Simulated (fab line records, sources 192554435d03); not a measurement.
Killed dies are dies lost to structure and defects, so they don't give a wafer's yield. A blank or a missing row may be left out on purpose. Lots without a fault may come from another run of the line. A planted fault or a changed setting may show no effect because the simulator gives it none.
Which tool did it? | flow n5_finfet | 24 lots, 72 wafers sampled, at 6 steps of a route of 1938

WHAT THE GAUGES READ, wafer by wafer
N5_BEOL_M8_OVL_MEAS_29.
lot  | measured     | on         | V7_OVL (nm)
L074 | day 9 04:30  | overlay-01 | 0.3 -0.2 -0.5
L076 | day 9 12:58  | overlay-02 | -0.7 -0.6 -0.2
L075 | day 9 13:02  | overlay-02 | 0.0 -0.2 -0.5
L077 | day 9 18:17  | overlay-02 | 0.7 0.7 -0.5
L078 | day 10 03:49 | overlay-02 | -0.7 -0.2 -0.5
L079 | day 10 14:58 | overlay-01 | -0.9 -0.7 -0.4
L080 | day 10 15:10 | overlay-01 | -0.2 0.3 0.2
L081 | day 11 01:19 | overlay-02 | -0.6 -0.2 0.9
L082 | day 11 11:55 | overlay-02 | -0.9 -0.1 -0.2
L083 | day 11 12:11 | overlay-01 | -0.3 0.1 0.8
L084 | day 11 13:39 | overlay-01 | -0.3 -0.1 -1.2
L085 | day 12 10:34 | overlay-01 | -1.0 -1.2 -0.6
L087 | day 12 17:10 | overlay-01 | 0.4 -0.1 -0.2
L089 | day 12 21:17 | overlay-01 | 0.1 0.4 -0.9
L086 | day 12 21:27 | overlay-02 | -1.1 -0.5 -1.3
L088 | day 13 18:02 | overlay-01 | 0.4 -0.2 0.2
L090 | day 13 23:40 | overlay-02 | -0.9 0.2 -0.7
L092 | day 14 03:41 | overlay-02 | 0.9 0.9 0.5
L091 | day 14 03:31 | overlay-02 | -1.1 0.2 0.0
L093 | day 14 22:58 | overlay-01 | -0.7 -0.2 0.6
L094 | day 15 03:05 | overlay-02 | -0.2 1.2 0.8
L097 | day 15 07:50 | overlay-02 | 0.8 0.6 0.6
L095 | day 15 08:01 | overlay-02 | -0.2 -1.7 -0.3
L096 | day 15 10:28 | overlay-02 | -0.1 0.2 0.0

N5_BEOL_M9_OVL_MEAS_12.
lot  | measured     | on         | M9_OVL (nm)
L074 | day 9 09:35  | overlay-02 | 0.5 1.0 0.2
L076 | day 9 17:14  | overlay-01 | -0.1 -0.8 -0.6
L075 | day 9 18:05  | overlay-02 | -0.3 -0.4 -0.1
L077 | day 10 01:14 | overlay-01 | 1.7 0.4 -0.2
L078 | day 10 12:30 | overlay-01 | -1.2 -0.4 -1.0
L079 | day 10 20:00 | overlay-02 | -0.6 0.3 -0.9
L080 | day 10 22:34 | overlay-01 | -0.2 -0.1 -0.5
L081 | day 11 08:01 | overlay-01 | -1.2 -1.2 -0.5
L082 | day 11 21:01 | overlay-01 | 0.2 1.0 0.1
L083 | day 11 21:05 | overlay-02 | -1.0 0.5 -0.5
L084 | day 11 21:19 | overlay-01 | 0.6 1.1 0.0
L085 | day 12 18:56 | overlay-02 | -1.6 -1.5 -0.6
L087 | day 12 22:23 | overlay-01 | 0.7 0.1 0.0
L089 | day 13 04:53 | overlay-01 | 0.3 -0.2 -0.5
L086 | day 13 05:05 | overlay-01 | 0.1 0.6 0.0
L088 | day 14 01:05 | overlay-02 | 0.3 1.4 2.2
L090 | day 14 05:01 | overlay-02 | -0.5 -0.2 -0.1
L092 | day 14 11:07 | overlay-02 | -0.3 0.1 -0.7
L091 | day 14 10:56 | overlay-01 | 0.5 -0.1 -1.2
L093 | day 15 04:49 | overlay-01 | 0.1 1.1 0.3
L094 | day 15 09:14 | overlay-02 | 0.5 -0.4 0.3
L097 | day 15 12:50 | overlay-01 | -1.2 -0.7 -0.6
L095 | day 15 16:34 | overlay-02 | -0.4 -0.8 -1.7
L096 | day 15 16:59 | overlay-02 | 1.5 1.3 1.0

N5_BEOL_M9_CD_MEAS_28: target cd 70 nm.
lot  | measured     | on        | cd_nm (nm)
L074 | day 9 12:58  | cd_sem-01 | 70.11 69.92 69.98
L076 | day 9 18:31  | cd_sem-03 | 69.64 70.09 70.12
L075 | day 9 18:58  | cd_sem-02 | 69.89 70.34 69.95
L077 | day 10 03:35 | cd_sem-01 | 70.33 69.93 70.29
L078 | day 10 14:01 | cd_sem-03 | 70.25 70.26 70.26
L079 | day 10 21:24 | cd_sem-02 | 70.12 69.88 70.23
L080 | day 11 01:13 | cd_sem-02 | 70.17 69.46 70.22
L081 | day 11 11:35 | cd_sem-01 | 69.59 70.14 69.72
L082 | day 11 23:41 | cd_sem-02 | 70.16 69.80 70.41
L083 | day 11 23:43 | cd_sem-03 | 69.67 70.14 70.27
L084 | day 11 23:38 | cd_sem-03 | 69.96 70.07 70.09
L085 | day 12 21:11 | cd_sem-01 | 69.91 69.47 69.89
L087 | day 13 03:33 | cd_sem-01 | 70.12 69.83 70.22
L089 | day 13 06:43 | cd_sem-01 | 70.29 69.79 69.94
L086 | day 13 06:52 | cd_sem-03 | 70.04 70.08 70.32
L088 | day 14 03:26 | cd_sem-02 | 70.06 69.92 70.53
L090 | day 14 09:46 | cd_sem-02 | 69.95 70.05 70.11
L092 | day 14 13:02 | cd_sem-01 | 70.45 70.30 70.00
L091 | day 14 12:59 | cd_sem-03 | 70.09 69.86 70.35
L093 | day 15 06:53 | cd_sem-01 | 69.56 70.01 70.14
L094 | day 15 10:10 | cd_sem-02 | 69.58 69.91 70.27
L097 | day 15 14:56 | cd_sem-02 | 69.80 70.15 69.80
L095 | day 15 17:56 | cd_sem-01 | 70.23 70.15 69.78
L096 | day 15 18:06 | cd_sem-01 | 70.36 69.85 70.23

WHICH TOOL RAN EACH LOT (tool, then ch and the chambers of the sampled wafers, then the start)
lot  | N5_BEOL_M8_STRIP_19                | N5_BEOL_M8_ETCH_65                 | N5_BEOL_M8_CMP_52
L074 | rie_diel-05 ch 0,1,2, day 9 03:58  | rie_diel-04 ch 2,3, day 9 04:38    | cmp-04 ch 0,1,3, day 9 07:05
L076 | rie_diel-05 ch 0,2,3, day 9 10:09  | rie_diel-05 ch 0,2,3, day 9 13:06  | cmp-02 ch 1,2,3, day 9 15:22
L075 | rie_diel-05 ch 1,2,3, day 9 10:17  | rie_diel-04 ch 0,1,2, day 9 13:18  | cmp-01 ch 0,1,2, day 9 15:34
L077 | rie_diel-04 ch 0,1,3, day 9 17:32  | rie_diel-04 ch 1,2,3, day 9 18:34  | cmp-01 ch 1,2, day 9 21:36
L078 | rie_diel-04 ch 0,1,2, day 10 03:20 | rie_diel-05 ch 0,1,3, day 10 03:58 | cmp-01 ch 0,3, day 10 07:01
L079 | rie_diel-05 ch 2,3, day 10 13:31   | rie_diel-03 ch 0,2, day 10 15:07   | cmp-02 ch 0,1,3, day 10 17:45
L080 | rie_diel-03 ch 1,2, day 10 13:53   | rie_diel-03 ch 2,3, day 10 15:31   | cmp-04 ch 0,2,3, day 10 19:20
L081 | rie_diel-04 ch 0,2,3, day 10 23:14 | rie_diel-03 ch 0,1, day 11 01:27   | cmp-02 ch 0,1,2, day 11 06:26
L082 | rie_diel-04 ch 0,3, day 11 07:51   | rie_diel-03 ch 1,2, day 11 12:04   | cmp-02 ch 1,2,3, day 11 14:43
L083 | rie_diel-04 ch 0,2, day 11 11:00   | rie_diel-04 ch 0,2, day 11 12:20   | cmp-01 ch 0,1,2, day 11 15:25
L084 | rie_diel-05 ch 2,3, day 11 13:04   | rie_diel-04 ch 0,3, day 11 13:50   | cmp-04 ch 1,2,3, day 11 16:23
L085 | rie_diel-03 ch 0,3, day 12 08:32   | rie_diel-03 ch 0,1,2, day 12 11:01 | cmp-02 ch 2,3, day 12 14:17
L087 | rie_diel-03 ch 0,1, day 12 15:59   | rie_diel-03 ch 2,3, day 12 17:19   | cmp-01 ch 0,1,3, day 12 20:01
L089 | rie_diel-05 ch 0,1,2, day 12 19:16 | rie_diel-05 ch 0,2, day 12 21:50   | cmp-01 ch 0,2,3, day 13 01:01
L086 | rie_diel-04 ch 1,3, day 12 19:25   | rie_diel-03 ch 0,1,2, day 12 21:55 | cmp-02 ch 0,1,3, day 13 01:09
L088 | rie_diel-04 ch 0,3, day 13 16:13   | rie_diel-05 ch 2,3, day 13 18:10   | cmp-01 ch 0,2,3, day 13 20:31
L090 | rie_diel-05 ch 2,3, day 13 20:11   | rie_diel-03 ch 1,2, day 13 23:48   | cmp-04 ch 0,1, day 14 02:14
L092 | rie_diel-04 ch 1,3, day 14 01:40   | rie_diel-03 ch 0,1,2, day 14 03:50 | cmp-01 ch 0,3, day 14 08:09
L091 | rie_diel-03 ch 0,2, day 14 01:47   | rie_diel-04 ch 1,2, day 14 03:40   | cmp-04 ch 2,3, day 14 07:22
L093 | rie_diel-03 ch 1,2,3, day 14 22:32 | rie_diel-03 ch 1,2,3, day 14 23:07 | cmp-04 ch 0,2,3, day 15 02:07
L094 | rie_diel-04 ch 1,2,3, day 15 02:23 | rie_diel-05 ch 0,2,3, day 15 03:16 | cmp-01 ch 0,1, day 15 06:19
L097 | rie_diel-03 ch 1,2,3, day 15 05:10 | rie_diel-04 ch 0,2,3, day 15 07:59 | cmp-02 ch 1,2,3, day 15 10:32
L095 | rie_diel-04 ch 0,1, day 15 05:42   | rie_diel-05 ch 0,3, day 15 08:20   | cmp-02 ch 1,2, day 15 11:41
L096 | rie_diel-05 ch 0,2,3, day 15 09:47 | rie_diel-05 ch 2,3, day 15 10:44   | cmp-01 ch 1,2, day 15 13:18
- N5_BEOL_M8_STRIP_19: strips in O2.
- N5_BEOL_M8_ETCH_65: etches SiARC in CF4, target depth 15.6 nm, time 26 s.
- N5_BEOL_M8_CMP_52: polishes, stops on SiCOH lowk, t overpolish 6.9 s, target thk 80 nm.

WHAT THE TOOLS THEMSELVES READ (means of the sampled wafers that have a number; where no wafer has one, the mark that the record gives instead)
N5_BEOL_M8_STRIP_19.
lot  | tool        | drypump_motor_current_A (A) | oes_product_au (a.u.) | rf_vpp_V (V) | showerhead_plenum_p_Torr (Torr) | throttle_valve_pct (%)
L074 | rie_diel-05 | 5.6                         | 0.69                  | 4.2          | 2.01                            | 16.69
L076 | rie_diel-05 | 5.9                         | 0.68                  | 3.9          | 2.03                            | 16.66
L075 | rie_diel-05 | 5.7                         | 0.69                  | 3.5          | 2.06                            | 16.59
L077 | rie_diel-04 | 6.2                         | 0.72                  | 3.7          | 2.12                            | 16.55
L078 | rie_diel-04 | 6.4                         | 0.69                  | 3.8          | 2.13                            | 16.71
L079 | rie_diel-05 | 6.0                         | 0.90                  | 3.5          | 2.20                            | 16.46
L080 | rie_diel-03 | 6.4                         | 0.79                  | 3.6          | 2.07                            | 16.62
L081 | rie_diel-04 | 6.4                         | 0.71                  | 4.0          | 2.07                            | 16.65
L082 | rie_diel-04 | 6.3                         | 0.75                  | 3.7          | 2.06                            | 16.51
L083 | rie_diel-04 | 6.5                         | 0.68                  | 3.9          | 2.13                            | 16.71
L084 | rie_diel-05 | 6.0                         | 0.88                  | 4.3          | 2.20                            | 16.48
L085 | rie_diel-03 | 5.4                         | 0.78                  | 3.5          | 2.05                            | 16.72
L087 | rie_diel-03 | 6.2                         | 0.77                  | 3.4          | 2.05                            | 16.51
L089 | rie_diel-05 | 5.6                         | 0.86                  | 3.4          | 2.18                            | 16.43
L086 | rie_diel-04 | 6.1                         | 0.88                  | 3.3          | 2.11                            | 16.32
L088 | rie_diel-04 | 6.4                         | 0.69                  | 3.1          | 2.11                            | 16.59
L090 | rie_diel-05 | 6.0                         | 0.92                  | 3.5          | 2.19                            | 16.32
L092 | rie_diel-04 | 6.1                         | 0.80                  | 3.4          | 2.05                            | 16.42
L091 | rie_diel-03 | 5.8                         | 0.86                  | 4.4          | 2.12                            | 16.83
L093 | rie_diel-03 | 6.0                         | 0.84                  | 3.9          | 2.06                            | 16.63
L094 | rie_diel-04 | 6.2                         | 0.85                  | 3.4          | 2.06                            | 16.42
L097 | rie_diel-03 | 6.0                         | 0.84                  | 3.6          | 2.06                            | 16.65
L095 | rie_diel-04 | 6.3                         | 0.91                  | 4.2          | 2.15                            | 16.25
L096 | rie_diel-05 | 6.0                         | 0.89                  | 4.0          | 2.19                            | 16.26

N5_BEOL_M8_ETCH_65.
lot  | tool        | cf4_flow_sccm (sccm) | drypump_motor_current_A (A) | etch_rf_on_time_s (s) | oes_product_au (a.u.) | rf_vpp_V (V) | showerhead_plenum_p_Torr (Torr) | throttle_valve_pct (%)
L074 | rie_diel-04 | 99.85                | 6.3                         | 25.8                  | 0.62                  | 183.8        | 2.10                            | 15.76
L076 | rie_diel-05 | 100.03               | 6.0                         | 26.3                  | 0.59                  | 183.2        | 2.08                            | 15.63
L075 | rie_diel-04 | 100.24               | 6.4                         | 26.3                  | 0.59                  | 184.5        | 2.17                            | 15.63
L077 | rie_diel-04 | 100.25               | 6.2                         | 26.0                  | 0.62                  | 184.6        | 2.12                            | 15.61
L078 | rie_diel-05 | 100.20               | 5.7                         | 26.4                  | 0.59                  | 183.2        | 2.11                            | 15.53
L079 | rie_diel-03 | 100.03               | 5.8                         | 26.5                  | 0.60                  | 184.9        | 2.17                            | 15.99
L080 | rie_diel-03 | 99.86                | 5.8                         | 26.3                  | 0.64                  | 184.5        | 2.16                            | 15.98
L081 | rie_diel-03 | 99.74                | 6.2                         | 25.7                  | 0.68                  | 183.3        | 2.10                            | 15.49
L082 | rie_diel-03 | 99.97                | 6.4                         | 25.5                  | 0.68                  | 183.1        | 2.12                            | 15.62
L083 | rie_diel-04 | 99.84                | 6.5                         | 26.7                  | 0.58                  | 183.9        | 2.17                            | 15.65
L084 | rie_diel-04 | 99.79                | 6.4                         | 27.0                  | 0.60                  | 183.8        | 2.15                            | 15.48
L085 | rie_diel-03 | 99.99                | 6.0                         | 25.6                  | 0.72                  | 184.6        | 2.13                            | 15.60
L087 | rie_diel-03 | 99.95                | 5.7                         | 25.7                  | 0.76                  | 183.7        | 2.13                            | 15.68
L089 | rie_diel-05 | 99.99                | 5.9                         | 25.2                  | 0.81                  | 186.7        | 2.27                            | 15.31
L086 | rie_diel-03 | 99.98                | 5.9                         | 25.8                  | 0.71                  | 183.9        | 2.13                            | 15.61
L088 | rie_diel-05 | 99.96                | 6.0                         | 25.6                  | 0.80                  | 184.7        | 2.24                            | 15.30
L090 | rie_diel-03 | 100.27               | 6.4                         | 25.2                  | 0.73                  | 184.1        | 2.11                            | 15.49
L092 | rie_diel-03 | 99.50                | 6.0                         | 25.5                  | 0.69                  | 183.7        | 2.13                            | 15.63
L091 | rie_diel-04 | 99.78                | 6.2                         | 25.9                  | 0.79                  | 184.3        | 2.15                            | 15.21
L093 | rie_diel-03 | 100.25               | 6.0                         | 25.5                  | 0.73                  | 184.3        | 2.12                            | 15.62
L094 | rie_diel-05 | 99.86                | 6.0                         | 25.8                  | 0.77                  | 185.6        | 2.24                            | 15.20
L097 | rie_diel-04 | 100.12               | 6.4                         | 26.0                  | 0.74                  | 184.3        | 2.11                            | 15.36
L095 | rie_diel-05 | 99.62                | 5.9                         | 25.9                  | 0.76                  | 185.5        | 2.23                            | 15.10
L096 | rie_diel-05 | 99.92                | 6.0                         | 25.5                  | 0.77                  | 185.4        | 2.23                            | 15.32

N5_BEOL_M8_CMP_52.
lot  | tool   | barrier_field_endpoint_s (s) | motor_current_A (A) | overpolish_run_s (s) | slurry_flow_ml_min | time_to_endpoint_s (s)
L074 | cmp-04 | 29.9                         | 6.3                 | 6.901                | 149.7              | 62
L076 | cmp-02 | 29.1                         | 6.4                 | 6.907                | 150.2              | 65
L075 | cmp-01 | 30.2                         | 5.6                 | 6.898                | 149.6              | 64
L077 | cmp-01 | 28.8                         | 5.4                 | 6.909                | 149.6              | 63
L078 | cmp-01 | 28.9                         | 5.7                 | 6.904                | 150.8              | 60
L079 | cmp-02 | 29.1                         | 6.6                 | 6.906                | 149.8              | 62
L080 | cmp-04 | 29.3                         | 6.1                 | 6.901                | 149.8              | 63
L081 | cmp-02 | 29.1                         | 6.8                 | 6.891                | 149.7              | 61
L082 | cmp-02 | 28.6                         | 6.3                 | 6.900                | 150.4              | 64
L083 | cmp-01 | 29.6                         | 5.6                 | 6.901                | 150.1              | 68
L084 | cmp-04 | 28.4                         | 6.4                 | 6.892                | 150.0              | 62
L085 | cmp-02 | 28.1                         | 6.4                 | 6.896                | 150.1              | 63
L087 | cmp-01 | 29.5                         | 5.6                 | 6.907                | 150.3              | 64
L089 | cmp-01 | 29.2                         | 5.8                 | 6.902                | 150.3              | 68
L086 | cmp-02 | 29.1                         | 6.6                 | 6.901                | 150.0              | 61
L088 | cmp-01 | 29.6                         | 5.9                 | 6.902                | 150.4              | 63
L090 | cmp-04 | 28.9                         | 6.3                 | 6.903                | 150.3              | 65
L092 | cmp-01 | 29.1                         | 6.0                 | 6.904                | 150.0              | 65
L091 | cmp-04 | 29.6                         | 6.5                 | 6.900                | 150.2              | 68
L093 | cmp-04 | 29.9                         | 6.3                 | 6.906                | 150.4              | 65
L094 | cmp-01 | 29.9                         | 5.5                 | 6.890                | 149.5              | 71
L097 | cmp-02 | 28.9                         | 6.5                 | 6.904                | 149.8              | 60
L095 | cmp-02 | 29.8                         | 6.6                 | 6.903                | 150.1              | 64
L096 | cmp-01 | 30.3                         | 5.4                 | 6.907                | 150.1              | 68

THE ANSWER, worked out from the rows above alone
Rule: what is usual is taken from the lots themselves. Put in order of their means at a reading, lots are off if they are a third of the lots or fewer, leave a main group of 4 or more, and stand apart from it by a gap of 3 or more times the standard deviation of the main group's means; of several such gaps the widest counts. A main group whose means are all the same, to the digits that the tables above print for the reading, isn't used. A lot without any number at a reading at which 4 lots or more have one is off too. The other lots that the step has rows for count as sound. The gauges are gone through in route order, then the tools' own readings, and for those a lot's mean is taken as printed above. The first step at which some lot is off is used, and at that step the reading that is off furthest; a lot without a number counts as furthest.
No lot is off at any reading shown: from this, nothing can be told.

WHAT THE SIMULATOR HAD PUT IN
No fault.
